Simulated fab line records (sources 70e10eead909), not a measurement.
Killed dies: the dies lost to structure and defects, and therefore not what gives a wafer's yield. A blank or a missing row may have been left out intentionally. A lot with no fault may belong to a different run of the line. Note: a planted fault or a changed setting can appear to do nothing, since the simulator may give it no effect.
fab line records ; flow nand_harc
record: lots: 12; wafers: 36; last_day: 24
route steps=1159 shown A_CHANNEL_HOLE_D1@467 A_CHANNEL_FILL_D1@495 END@1159
lots untouched by any fault: they come from a run of this same line in which no faults occurred
start_h: hours from the record's opening day to when the first of the lot's shown wafers began ; wait_h: hours from the lot's prior step to this one ; " repeats the value in the row above ; L1.1+2: several wafers, shown together as one row ; - no value present, or no start provided ; * or withheld: withheld ; < > ~ a bound
route shown NAME@n: NAME is a module with steps in the file, n the number in the route of the first one ; usual: mean/standard deviation taken from wafers without a fault ; same: alike in all rows ; chamber/n: place in a boat ; sites: each site's reading ; _std_site: the standard deviation of these ; _edge_site: inner sites' mean taken away from outer sites' mean ; radius_mm: how far each site lies from the wafer's centre ; mask NAME#n: copy n ; behind: the tool/chamber that last shaped the wafer ; hold: what put the lot on hold/how long, in hours/how the hold closed ; device: the transistor (n, p or np) that didn't switch ; end of line: the route-end tests of the same wafers ; a step without rows: its recipe alone ; killed: count of dies lost to structure and defects at first sort (not the wafer's yield) ; map: a wafer's dies, x killed, . not, _ none there
set.NAME: setting as actually run; set.NAME@STEP: the setting as run at that earlier step ; model.NAME: the simulator's own value behind a step, which no gauge read
route steps across a sampled set of lots; one table per step, one row per wafer
services: when a tool's chamber went out of use (start_h, in hours from the record's first day, below 0 if earlier), for how many hours, and the reason
== steps ==
step: NHARC_A_CHANNEL_HOLE_D1_ETCH_39
recipe: target_depth_a: 2600; over_etch_frac: 0.3; time_s: 325; ion_energy_ev: 200; n2_flow_sccm: 150; h2_flow_sccm: 150; ar_flow_sccm: 0; rf_w: 400; bias_w: 150; chemistry: N2/H2
usual: drypump_motor_current_A: 5.7/0.43; mfc_ar_sccm: 0.006/0.0088; oes_product_au: 1.001/0.011; rf_vpp_V: 430.5/2.7; run_length_s: 346.3/0.5; showerhead_plenum_p_Torr: 2.04/0.09; throttle_valve_pct: 14.171/0.0089
same: over_etch_frac: 0.3
lot.wafer;tool;chamber;start_h;wait_h;drypump_motor_current_A;mfc_ar_sccm;oes_product_au;rf_hours_counter_h;rf_vpp_V;run_length_s;showerhead_plenum_p_Torr;throttle_valve_pct
L209.4;rie_diel-06;1;169.79;-;6.0;0.012;1.001;6;426.4;346.0;1.89;14.165
L209.3;rie_diel-06;0;169.79;-;5.9;0.024;0.981;7;433.1;346.7;2.13;14.182
L209.6;rie_diel-06;1;169.79;-;6.0;0.012;0.998;-;426.8;345.8;1.89;14.174
L210.3;rie_diel-07;1;191.60;-;5.9;0;0.993;8;433.3;346.4;2.16;14.173
L210.5;rie_diel-07;0;191.60;-;6.7;0;1.016;-;430.3;345.9;2.05;14.166
L210.6;rie_diel-07;1;191.60;-;5.9;0;0.996;-;433.2;346.3;2.16;14.191
L211.3;rie_diel-05;0;191.87;-;5.2;0;1.007;1;434.2;345.6;2.14;14.178
L211.1;rie_diel-05;1;191.87;-;5.6;0.017;1.017;1;429.5;347.0;2.02;14.178
L211.4;rie_diel-05;2;191.87;-;5.5;0.019;1.023;1;431.7;346.2;2.06;14.182
L212.4;rie_diel-07;2;206.59;-;6.3;0;0.990;11;433.1;346.4;2.14;14.183
L212.6;rie_diel-07;1;206.59;-;5.9;0;0.993;-;434.0;346.2;2.16;14.154
L212.5;rie_diel-07;2;206.59;-;6.3;0;0.986;-;433.4;346.6;2.14;14.179
L213.1;rie_diel-06;2;206.79;-;5.6;0;1.008;11;427.6;345.8;1.94;14.157
L213.6;rie_diel-06;1;206.79;-;6.0;0.012;1.013;-;427.6;345.8;1.89;14.164
L213.5;rie_diel-06;2;206.79;-;5.7;0;0.996;-;427.5;346.1;1.94;14.180
L216.1;rie_diel-07;0;221.69;-;6.7;0;1.006;12;430.7;345.9;2.05;14.167
L216.4;rie_diel-07;2;221.69;-;6.3;0;0.984;13;433.8;346.7;2.14;14.167
L216.5;rie_diel-07;1;221.69;-;5.8;0;0.992;-;433.6;346.1;2.16;14.177
L222.4;rie_diel-05;1;260.27;-;5.6;0.017;1.016;5;430.6;205.6;2.02;14.162
L222.1;rie_diel-05;2;260.27;-;5.5;0.019;1.020;5;431.5;204.9;2.06;14.183
L222.2;rie_diel-05;0;260.27;-;5.2;0;1.012;5;432.5;204.5;2.14;14.162
L223.2;rie_diel-05;2;266.41;-;5.5;0.019;0.998;6;433.5;205.0;2.05;14.163
L223.4;rie_diel-05;3;266.41;-;5.4;0;1.027;6;430.6;205.7;2.04;14.174
L223.5;rie_diel-05;2;266.41;-;5.5;0.019;1.016;-;432.3;205.0;2.06;14.182
L224.1;rie_diel-06;2;275.12;-;5.6;0;0.999;1;427.5;346.5;1.94;14.168
L224.3;rie_diel-06;3;275.12;-;5.0;0;1.003;2;425.1;345.8;1.90;14.183
L224.5;rie_diel-06;2;275.12;-;5.6;0;0.992;-;427.1;346.0;1.94;14.169
L226.1;rie_diel-06;2;283.06;-;5.6;0;0.990;3;427.0;346.0;1.94;14.168
L226.3;rie_diel-06;3;283.06;-;5.0;0;1.007;3;427.9;345.4;1.90;14.172
L226.4;rie_diel-06;0;283.06;-;5.9;0.024;1.011;3;433.7;346.9;2.13;14.179
L227.4;rie_diel-07;3;283.34;-;6.1;0;0.999;3;429.0;345.8;1.98;14.143
L227.1;rie_diel-07;0;283.34;-;6.7;0;0.994;3;428.4;346.6;2.05;14.162
L227.6;rie_diel-07;2;283.34;-;6.3;0;0.997;-;435.7;346.4;2.14;14.170
L228.2;rie_diel-06;1;298.45;-;6.0;0.012;1.009;3;426.0;345.6;1.89;14.177
L228.1;rie_diel-06;3;298.45;-;5.0;0;1.010;4;426.1;345.9;1.90;14.168
L228.5;rie_diel-06;0;298.45;-;5.9;0.024;1.019;-;432.0;346.4;2.13;14.165
step: NHARC_A_CHANNEL_FILL_D1_ALD_15
recipe: target_thk_a: 20; pulse_time_s: 60; ald_cycles: 19; temp_c: 630; pressure_torr: 2; material: SiNx
usual: precursor_pulse_height_rel: 1.001/0.022
same: ald_cycles: 19
lot.wafer;tool;chamber;start_h;wait_h;precursor_pulse_height_rel
L209.3;ald_sin_batch-01;0;-;-;0.983
L209.4;ald_sin_batch-01;0;-;-;0.974
L209.6;ald_sin_batch-01;0;-;-;0.979
L210.3;ald_sin_batch-03;0;-;-;1.034
L210.5;ald_sin_batch-03;0;-;-;0.998
L210.6;ald_sin_batch-03;0;-;-;1.011
L211.1;ald_sin_batch-03;0;-;-;0.955
L211.3;ald_sin_batch-03;0;-;-;0.981
L211.4;ald_sin_batch-03;0;-;-;0.968
L212.4;ald_sin_batch-03;0;-;-;1.004
L212.5;ald_sin_batch-03;0;-;-;0.989
L212.6;ald_sin_batch-03;0;-;-;1.028
L213.1;ald_sin_batch-03;0;-;-;0.995
L213.5;ald_sin_batch-03;0;-;-;1.010
L213.6;ald_sin_batch-03;0;-;-;1.019
L216.1;ald_sin_batch-01;0;-;-;1.001
L216.4;ald_sin_batch-01;0;-;-;0.959
L216.5;ald_sin_batch-01;0;-;-;0.992
L224.1;ald_sin_batch-01;0;-;-;1.059
L224.3;ald_sin_batch-01;0;-;-;0.983
L224.5;ald_sin_batch-01;0;-;-;0.984
L226.1;ald_sin_batch-01;0;-;-;1.013
L226.3;ald_sin_batch-01;0;-;-;0.985
L226.4;ald_sin_batch-01;0;-;-;1.006
L227.1;ald_sin_batch-01;0;-;-;1.018
L227.4;ald_sin_batch-01;0;-;-;1.017
L227.6;ald_sin_batch-01;0;-;-;1.010
L228.1;ald_sin_batch-01;0;-;-;1.002
L228.2;ald_sin_batch-01;0;-;-;0.985
L228.5;ald_sin_batch-01;0;-;-;0.990
step: NHARC_A_CHANNEL_FILL_D1_ETCHBACK_20
recipe: target_depth_a: 270; time_s: 13.5; c4f8_flow_sccm: withheld; o2_flow_sccm: 8; ar_flow_sccm: withheld; rf_w: 600; bias_w: 1500; chemistry: C4F8/O2/Ar
usual: oes_product_au: 0.96/0.037; rf_vpp_V: 979/6.1
lot.wafer;tool;chamber;start_h;wait_h;oes_product_au;rf_hours_counter_h;rf_vpp_V
L209.4;rie_diel-11;3;205.09;-;0.99;1;975
L209.3;rie_diel-11;0;205.09;-;0.99;1;968
L209.6;rie_diel-11;3;205.09;-;0.99;-;976
L211.3;rie_diel-11;3;222.71;-;0.99;2;977
L211.1;rie_diel-11;1;222.71;-;1.00;3;983
L211.4;rie_diel-11;2;222.71;-;1.00;3;984
L210.3;rie_diel-04;3;222.72;-;0.92;4;977
L210.5;rie_diel-04;3;222.72;-;0.91;-;977
L210.6;rie_diel-04;0;222.72;-;0.93;-;982
L212.4;rie_diel-10;1;238.07;-;0.95;1;987
L212.6;rie_diel-10;1;238.07;-;0.95;-;986
L212.5;rie_diel-10;2;238.07;-;0.96;-;977
L213.1;rie_diel-04;0;238.08;-;0.94;4;985
L213.5;rie_diel-04;3;238.08;-;0.92;-;978
L213.6;rie_diel-04;0;238.08;-;0.93;-;983
L216.1;rie_diel-04;2;255.40;-;0.92;4;987
L216.4;rie_diel-04;3;255.40;-;0.92;5;979
L216.5;rie_diel-04;1;255.40;-;0.92;-;970
L224.3;rie_diel-11;3;305.89;-;0.91;18;974
L224.1;rie_diel-11;0;305.89;-;0.92;19;969
L224.5;rie_diel-11;1;305.89;-;0.92;-;982
L226.3;rie_diel-04;2;317.16;-;1.01;1;986
L226.1;rie_diel-04;3;317.16;-;1.00;1;976
L226.4;rie_diel-04;0;317.16;-;1.02;1;984
L227.4;rie_diel-10;3;317.18;-;0.91;3;983
L227.1;rie_diel-10;0;317.18;-;0.91;3;981
L227.6;rie_diel-10;2;317.18;-;0.91;-;978
L228.2;rie_diel-04;1;331.39;-;1.01;1;969
L228.1;rie_diel-04;2;331.39;-;1.01;1;986
L228.5;rie_diel-04;0;331.39;-;1.01;-;983
step: NHARC_A_CHANNEL_FILL_D1_STRIP_28
recipe: time_s: 20; o2_flow_sccm: 500; ar_flow_sccm: 0; bias_w: 0; chemistry: O2
usual: drypump_motor_current_A: 5.5/0.41; mfc_ar_sccm: 0.011/0.0085; oes_product_au: 0.995/0.011; rf_vpp_V: 57.8/0.98; showerhead_plenum_p_Torr: 3.56/0.15; throttle_valve_pct: 17.036/0.0093
lot.wafer;tool;chamber;start_h;wait_h;drypump_motor_current_A;mfc_ar_sccm;oes_product_au;rf_hours_counter_h;rf_vpp_V;showerhead_plenum_p_Torr;throttle_valve_pct
L209.3;rie_diel-11;3;205.19;0.1;5.7;0.013;0.987;1;57.4;3.46;17.033
L209.4;rie_diel-11;2;205.19;0.1;5.9;0.004;0.987;1;57.0;3.71;17.037
L209.6;rie_diel-11;0;205.19;0.1;5.6;0.026;0.978;-;56.0;3.29;17.036
L211.1;rie_diel-11;0;222.80;0.1;5.6;0.026;0.988;3;56.5;3.29;17.034
L211.4;rie_diel-11;1;222.80;0.1;5.0;0;1.007;3;58.4;3.65;17.043
L211.3;rie_diel-11;2;222.80;0.1;5.9;0.004;0.993;3;59.7;3.71;17.043
L210.3;rie_diel-04;0;222.82;0.1;5.2;0.014;1.008;3;57.8;3.66;17.024
L210.5;rie_diel-04;0;222.82;0.1;5.2;0.014;1.009;-;58.5;3.66;17.026
L210.6;rie_diel-04;1;222.82;0.1;6.1;0;1.006;-;55.6;3.31;17.048
L213.1;rie_diel-04;2;238.17;0.1;5.7;0.025;1.003;4;58.1;3.76;17.038
L213.6;rie_diel-04;2;238.17;0.1;5.7;0.025;1.000;-;58.3;3.76;17.031
L213.5;rie_diel-04;3;238.17;0.1;5.3;0.010;0.998;-;57.5;3.51;17.036
L212.4;rie_diel-10;2;238.17;0.1;6.2;0.018;1.005;1;59.8;3.50;17.022
L212.5;rie_diel-10;1;238.17;0.1;4.9;0.007;0.989;-;60.6;3.75;17.043
L212.6;rie_diel-10;2;238.17;0.1;6.2;0.018;0.998;-;56.8;3.50;17.028
L216.1;rie_diel-04;1;255.49;0.1;6.1;0;0.997;5;57.1;3.31;17.048
L216.4;rie_diel-04;3;255.49;0.1;5.3;0.010;0.994;5;56.6;3.51;17.042
L216.5;rie_diel-04;0;255.49;0.1;5.1;0.014;1.008;-;58.9;3.65;17.036
L224.1;rie_diel-11;3;305.96;0.1;5.7;0.013;0.990;18;56.9;3.45;17.048
L224.3;rie_diel-11;2;305.96;0.1;5.8;0.004;0.999;19;58.6;3.70;17.033
L224.5;rie_diel-11;3;305.96;0.1;5.7;0.013;0.979;-;58.4;3.45;17.040
L226.4;rie_diel-04;2;317.25;0.1;5.7;0.025;1.000;1;57.6;3.76;17.039
L226.3;rie_diel-04;0;317.25;0.1;5.2;0.014;1.020;1;57.9;3.65;17.039
L226.1;rie_diel-04;1;317.25;0.1;6.2;0;1.008;1;57.6;3.31;17.012
L227.1;rie_diel-10;2;317.25;0.1;6.2;0.018;1.000;3;58.5;3.50;17.033
L227.4;rie_diel-10;0;317.25;0.1;5.2;0;0.983;3;57.8;3.57;17.030
L227.6;rie_diel-10;3;317.25;0.1;5.4;0.013;0.984;-;58.9;3.68;17.013
L228.1;rie_diel-04;2;331.47;0.1;5.7;0.025;0.995;1;56.7;3.76;17.042
L228.2;rie_diel-04;3;331.47;0.1;5.4;0.010;0.986;1;58.8;3.51;17.035
L228.5;rie_diel-04;1;331.47;0.1;6.2;0;1.002;-;56.3;3.31;17.039
step: NHARC_END_SORT_01
recipe: temp_c: 25
usual: killed_at_array: 29/13; killed_at_other: 0.7/1; killed_at_periphery: 3.2/2.3; killed_dies: 33/13; killed_open: 3.3/1.7; killed_short: 2.0/1.5
same: gross_dies: 677
lot.wafer;tool;chamber;start_h;wait_h;hold;killed_at_array;killed_at_other;killed_at_periphery;killed_dies;killed_open;killed_short
L211.1;prober-02;0;446.90;2.5;-;26;1;2;29;2;1
L211.3;prober-02;0;448.49;3.1;-;27;1;3;31;4;2
L211.4;prober-02;0;449.29;3.4;-;23;0;1;24;2;2
L209.3;prober-01;0;448.48;3.1;-;22;0;2;24;2;4
L209.4;prober-01;0;449.27;3.4;-;20;0;6;26;4;1
L209.6;prober-01;0;450.86;4.0;-;24;0;3;27;3;3
L213.1;prober-01;0;478.59;2.5;-;13;0;1;14;4;2
L213.5;prober-01;0;481.80;3.7;-;15;1;4;20;7;1
L213.6;prober-01;0;482.61;4.0;-;14;0;3;17;4;4
L222.1;prober-01;0;529.70;2.5;await_dispo/0.9h/scrap;670;3;4;677;5;5
L222.2;prober-01;0;530.52;2.8;await_dispo/0.9h/scrap;670;3;4;677;6;2
L222.4;prober-01;0;532.16;3.5;await_dispo/0.9h/scrap;671;4;2;677;3;1
L223.2;prober-02;0;530.52;2.8;await_dispo/1.1h/scrap;676;0;1;677;3;1
L223.4;prober-02;0;532.12;3.4;await_dispo/1.1h/scrap;672;0;5;677;4;3
L223.5;prober-02;0;532.92;3.7;await_dispo/1.1h/scrap;675;0;2;677;3;1
L224.1;prober-01;0;548.24;2.5;-;18;2;0;20;2;0
L224.3;prober-01;0;549.84;3.1;-;26;3;4;33;3;1
L224.5;prober-01;0;551.45;3.7;-;25;3;5;33;6;2
L226.1;prober-02;0;554.61;2.5;-;27;0;5;32;1;3
L226.3;prober-02;0;556.23;3.1;-;39;0;3;42;7;1
L226.4;prober-02;0;557.04;3.4;-;41;0;1;42;2;3
L228.1;prober-02;0;564.50;2.5;-;64;3;2;69;3;2
L228.2;prober-02;0;565.30;2.8;-;50;1;5;56;4;1
L228.5;prober-02;0;567.70;3.7;-;50;0;4;54;5;2
L227.1;prober-01;0;572.27;2.5;-;56;0;1;57;3;1
L227.4;prober-01;0;574.68;3.4;-;50;0;1;51;2;1
L227.6;prober-01;0;576.28;4.0;-;50;0;1;51;2;1
killed by level:class
L211.1 A_CHANNEL_HOLE_D1:chamber_film_flake=12 A_CONTACT:chamber_film_flake=7 A_CONTACT:geometric_particle:open=2 A_SLIT:chamber_film_flake=2 P_GATE:chamber_film_flake=2 A_STAIRCASE:chamber_film_flake=2 STARTING-WAFER:geometric_particle:short=1 A_CHANNEL_FILL_D1:chamber_film_flake=1
L209.3 A_CHANNEL_HOLE_D1:chamber_film_flake=8 A_ZERO_WELL:chamber_film_flake=3 A_CONTACT:chamber_film_flake=3 A_CHANNEL_FILL_D1:geometric_particle:short=2 P_CONTACT:geometric_particle:open=1 A_ONON_D1:geometric_particle:short=1 A_CHANNEL_HOLE_D1:geometric_particle:open=1 A_WL_FILL:geometric_particle:short=1
L211.3 A_CHANNEL_HOLE_D1:chamber_film_flake=10 A_CONTACT:chamber_film_flake=6 A_STAIRCASE:chamber_film_flake=4 A_CHANNEL_FILL_D1:chamber_film_flake=2 P_M0:geometric_particle:open=1 A_CHANNEL_FILL_D1:geometric_particle:open=1 A_WL_FILL:geometric_particle:open=1 A_M0:geometric_particle:open=1
L209.4 A_CHANNEL_HOLE_D1:chamber_film_flake=16 P_CONTACT:geometric_particle:open=2 P_M2:chamber_film_flake=2 A_STAIRCASE:chamber_film_flake=2 P_M0:geometric_particle:open=1 A_ONON_D1:geometric_particle:open=1 A_CHANNEL_FILL_D1:geometric_particle:short=1 P_STI:chamber_film_flake=1
L211.4 A_CHANNEL_HOLE_D1:chamber_film_flake=10 A_CONTACT:chamber_film_flake=6 A_CHANNEL_FILL_D1:chamber_film_flake=2 A_STAIRCASE:chamber_film_flake=2 P_GATE:geometric_particle:open=1 A_CHANNEL_FILL_D1:geometric_particle:short=1 A_SGD_CUT:geometric_particle:short=1 A_CONTACT:geometric_particle:open=1
L209.6 A_CHANNEL_HOLE_D1:chamber_film_flake=12 A_STAIRCASE:chamber_film_flake=3 P_CONTACT:chamber_film_flake=2 A_SGD_CUT:geometric_particle:open=1 A_SGD_CUT:geometric_particle:short=1 A_WL_FILL:geometric_particle:short=1 A_WL_FILL:geometric_particle:open=1 A_CONTACT:geometric_particle:short=1
L213.1 A_CONTACT:geometric_particle:open=2 A_CHANNEL_HOLE_D1:chamber_film_flake=2 A_STAIRCASE:chamber_film_flake=2 A_CONTACT:chamber_film_flake=2 P_M0:geometric_particle:open=1 A_ONON_D1:geometric_particle:short=1 A_CHANNEL_FILL_D1:geometric_particle:open=1 A_CONTACT:geometric_particle:short=1
L213.5 A_STAIRCASE:chamber_film_flake=5 A_CHANNEL_HOLE_D1:chamber_film_flake=3 A_M0:geometric_particle:open=2 P_ZERO_WELL:geometric_particle:open=1 P_M0:geometric_particle:open=1 P_M2:geometric_particle:open=1 A_CHANNEL_HOLE_D1:geometric_particle:open=1 A_CONTACT:geometric_particle:open=1
L213.6 A_STAIRCASE:chamber_film_flake=4 A_CHANNEL_HOLE_D1:chamber_film_flake=3 P_CONTACT:geometric_particle:open=1 P_M0:geometric_particle:open=1 A_ONON_D1:geometric_particle:short=1 A_CHANNEL_FILL_D1:geometric_particle:short=1 A_CHANNEL_FILL_D1:geometric_particle:open=1 A_SGD_CUT:geometric_particle:short=1
L222.1 A_CHANNEL_HOLE_D1:area_etch=651 A_CHANNEL_HOLE_D1:chamber_film_flake=7 A_STAIRCASE:chamber_film_flake=4 THIN_TSV:chamber_film_flake=3 P_M2:geometric_particle:open=2 A_CONTACT:chamber_film_flake=2 P_M0:geometric_particle:short=1 P_M1:geometric_particle:short=1
L222.2 A_CHANNEL_HOLE_D1:area_etch=654 A_CHANNEL_HOLE_D1:chamber_film_flake=6 THIN_TSV:chamber_film_flake=3 P_CONTACT:geometric_particle:open=2 P_STI:chamber_film_flake=2 A_CONTACT:chamber_film_flake=2 A_CHANNEL_FILL_D1:geometric_particle:short=1 A_CHANNEL_FILL_D1:geometric_particle:open=1
L223.2 A_CHANNEL_HOLE_D1:area_etch=632 A_SLIT:chamber_film_flake=17 A_CHANNEL_HOLE_D1:chamber_film_flake=16 A_SGD_CUT:chamber_film_flake=4 A_CONTACT:chamber_film_flake=3 P_GATE:geometric_particle:open=1 A_CHANNEL_FILL_D1:geometric_particle:open=1 A_WL_FILL:geometric_particle:short=1
L223.4 A_CHANNEL_HOLE_D1:area_etch=630 A_CHANNEL_HOLE_D1:chamber_film_flake=19 A_SLIT:chamber_film_flake=13 A_SGD_CUT:chamber_film_flake=3 A_CONTACT:chamber_film_flake=3 P_GATE:geometric_particle:open=1 P_CONTACT:geometric_particle:open=1 P_M1:geometric_particle:open=1
L222.4 A_CHANNEL_HOLE_D1:area_etch=655 A_CONTACT:chamber_film_flake=5 THIN_TSV:chamber_film_flake=4 P_STI:chamber_film_flake=2 A_CHANNEL_HOLE_D1:chamber_film_flake=2 A_STAIRCASE:chamber_film_flake=2 A_SLIT:chamber_film_flake=2 A_SOURCE_PLATE:geometric_particle:short=1
L223.5 A_CHANNEL_HOLE_D1:area_etch=629 A_CHANNEL_HOLE_D1:chamber_film_flake=26 A_SLIT:chamber_film_flake=10 A_CONTACT:chamber_film_flake=5 A_ONON_D1:geometric_particle:open=2 A_CONTACT:geometric_particle:open=1 A_BLC:geometric_particle:short=1 P_STI:chamber_film_flake=1
L224.1 A_CHANNEL_HOLE_D1:chamber_film_flake=14 THIN_TSV:chamber_film_flake=2 A_WL_FILL:geometric_particle:open=1 A_CONTACT:geometric_particle:open=1 A_STAIRCASE:chamber_film_flake=1 A_CONTACT:chamber_film_flake=1
L224.3 A_CHANNEL_HOLE_D1:chamber_film_flake=19 A_CONTACT:chamber_film_flake=5 THIN_TSV:chamber_film_flake=3 P_CONTACT:geometric_particle:open=2 A_ONON_D1:geometric_particle:short=1 A_WL_FILL:geometric_particle:open=1 P_STI:chamber_film_flake=1 P_GATE:chamber_film_flake=1
L224.5 A_CHANNEL_HOLE_D1:chamber_film_flake=19 A_CONTACT:geometric_particle:open=3 P_STI:chamber_film_flake=3 THIN_TSV:chamber_film_flake=3 A_ONON_D1:geometric_particle:open=2 P_CONTACT:geometric_particle:open=1 P_M0:geometric_particle:short=1 A_SGD_CUT:geometric_particle:short=1
L226.1 A_CONTACT:chamber_film_flake=11 A_SLIT:chamber_film_flake=7 A_CHANNEL_HOLE_D1:chamber_film_flake=6 P_GATE:chamber_film_flake=4 P_M2:geometric_particle:short=1 A_CHANNEL_HOLE_D1:geometric_particle:short=1 A_WL_FILL:geometric_particle:short=1 A_CONTACT:geometric_particle:open=1
L226.3 A_SLIT:chamber_film_flake=12 A_CONTACT:chamber_film_flake=11 A_CHANNEL_HOLE_D1:chamber_film_flake=8 A_CHANNEL_FILL_D1:geometric_particle:open=2 P_GATE:geometric_particle:open=1 P_M1:geometric_particle:open=1 A_WL_FILL:geometric_particle:open=1 A_CONTACT:geometric_particle:open=1
L226.4 A_SLIT:chamber_film_flake=23 A_CONTACT:chamber_film_flake=10 A_WL_FILL:geometric_particle:short=2 A_ONON_D1:geometric_particle:short=1 A_WL_FILL:geometric_particle:open=1 A_CONTACT:geometric_particle:open=1 P_GATE:chamber_film_flake=1 A_CHANNEL_HOLE_D1:chamber_film_flake=1
L228.1 A_CHANNEL_HOLE_D1:chamber_film_flake=32 A_SLIT:chamber_film_flake=15 A_M1:chamber_film_flake=5 A_CONTACT:chamber_film_flake=3 A_BLC:chamber_film_flake=3 A_WL_FILL:geometric_particle:short=2 A_ZERO_WELL:chamber_film_flake=2 THIN_TSV:chamber_film_flake=2
L228.2 A_SLIT:chamber_film_flake=19 A_CHANNEL_HOLE_D1:chamber_film_flake=17 A_M1:chamber_film_flake=4 A_WL_FILL:geometric_particle:open=2 P_M0:chamber_film_flake=2 A_ZERO_WELL:chamber_film_flake=2 A_CONTACT:chamber_film_flake=2 A_BLC:chamber_film_flake=2
L228.5 A_CHANNEL_HOLE_D1:chamber_film_flake=19 A_SLIT:chamber_film_flake=16 A_CONTACT:geometric_particle:open=4 P_M0:chamber_film_flake=3 A_BLC:chamber_film_flake=3 A_CONTACT:chamber_film_flake=2 A_M1:chamber_film_flake=2 P_CONTACT:geometric_particle:short=1
L227.1 A_SLIT:chamber_film_flake=25 A_CHANNEL_HOLE_D1:chamber_film_flake=21 A_CONTACT:chamber_film_flake=4 A_CONTACT:geometric_particle:open=2 A_WL_FILL:chamber_film_flake=2 A_ONON_D1:geometric_particle:short=1 A_M0:geometric_particle:open=1 P_BONDPAD:chamber_film_flake=1
L227.4 A_CHANNEL_HOLE_D1:chamber_film_flake=22 A_SLIT:chamber_film_flake=11 A_CONTACT:chamber_film_flake=11 A_CHANNEL_FILL_D1:chamber_film_flake=2 A_CHANNEL_FILL_D1:geometric_particle:open=1 A_CHANNEL_FILL_D1:geometric_particle:short=1 A_CONTACT:geometric_particle:open=1 P_STI:chamber_film_flake=1
L227.6 A_CHANNEL_HOLE_D1:chamber_film_flake=21 A_SLIT:chamber_film_flake=12 A_CONTACT:chamber_film_flake=9 A_CONTACT:geometric_particle:open=2 A_CHANNEL_FILL_D1:chamber_film_flake=2 A_M1:chamber_film_flake=2 A_CHANNEL_FILL_D1:geometric_particle:short=1 P_STI:chamber_film_flake=1
== services ==
tool;chamber;start_h;hours;kind
rie_diel-11;2;161.62;1.9;repair
rie_diel-05;-;163.74;9.0;pm
rie_diel-04;0;169.90;-;clean
rie_diel-04;1;169.90;-;clean
rie_diel-04;2;169.90;-;clean
rie_diel-10;-;176.50;9.0;pm
rie_diel-04;-;186.45;3.6;repair
rie_diel-11;-;190.06;9.0;pm
rie_diel-06;3;197.03;5.0;repair
ald_sin_batch-03;-;210.82;2.5;repair
rie_diel-10;-;219.34;0.7;repair
rie_diel-04;2;219.62;17.1;repair
rie_diel-11;3;226.09;2.5;repair
rie_diel-11;2;226.40;2.0;repair
rie_diel-07;-;228.20;9.0;pm
rie_diel-11;0;229.34;2.6;repair
rie_diel-06;-;241.20;9.0;pm
rie_diel-04;3;266.83;8.2;repair
rie_diel-10;3;268.01;5.5;repair
rie_diel-11;-;275.80;0.7;repair
rie_diel-05;-;282.34;1.2;repair
rie_diel-04;-;288.90;9.0;pm
ald_sin_batch-03;-;314.00;26.0;pm
rie_diel-05;-;315.81;2.7;repair
== key ==
first_sign: step: NHARC_A_CHANNEL_HOLE_D1_ETCH_39; reading: run_length_s; direction: down; sigmas: 99+; usual: *; struck: *
effect: step: NHARC_END_SORT_01; reading: killed_at_array; direction: up; sigmas: 50; usual: 29; struck: 672
more_kills_born_at: NHARC_A_CHANNEL_HOLE_D1_ETCH_39@rie_diel-05: 3851
met_at NHARC_A_CHANNEL_HOLE_D1_ETCH_39
struck_lots L222,L223
later_rows_left_out L222.1,L222.2,L222.4,L223.2,L223.4,L223.5
tester_left_out L222,L223
not_acting_at NHARC_A_CHANNEL_FILL_D1_ALD_15,NHARC_A_CHANNEL_FILL_D1_ETCHBACK_20,NHARC_A_CHANNEL_FILL_D1_STRIP_28
onset_between 191.87 260.27
fault: kind: process_parameter_drift; tool: rie_diel-05; chamber: -; onset_h: 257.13; steps: NHARC_A_CHANNEL_HOLE_D1_ETCH_39; channel: time_s; offset: *; shape: step; end_h: 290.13; acts_in: *; stated: *
tester_left_out: of these lots the tester's yield and bins aren't shown, on N5 and GAA mostly nor the transistor test; their killed dies are dies lost to structure and defects alone, not to doping, threshold or leakage, so they don't give the yield
later_rows_left_out: the simulator's readings of these wafers behind a module that went badly wrong aren't trusted and aren't shown, but for the sort
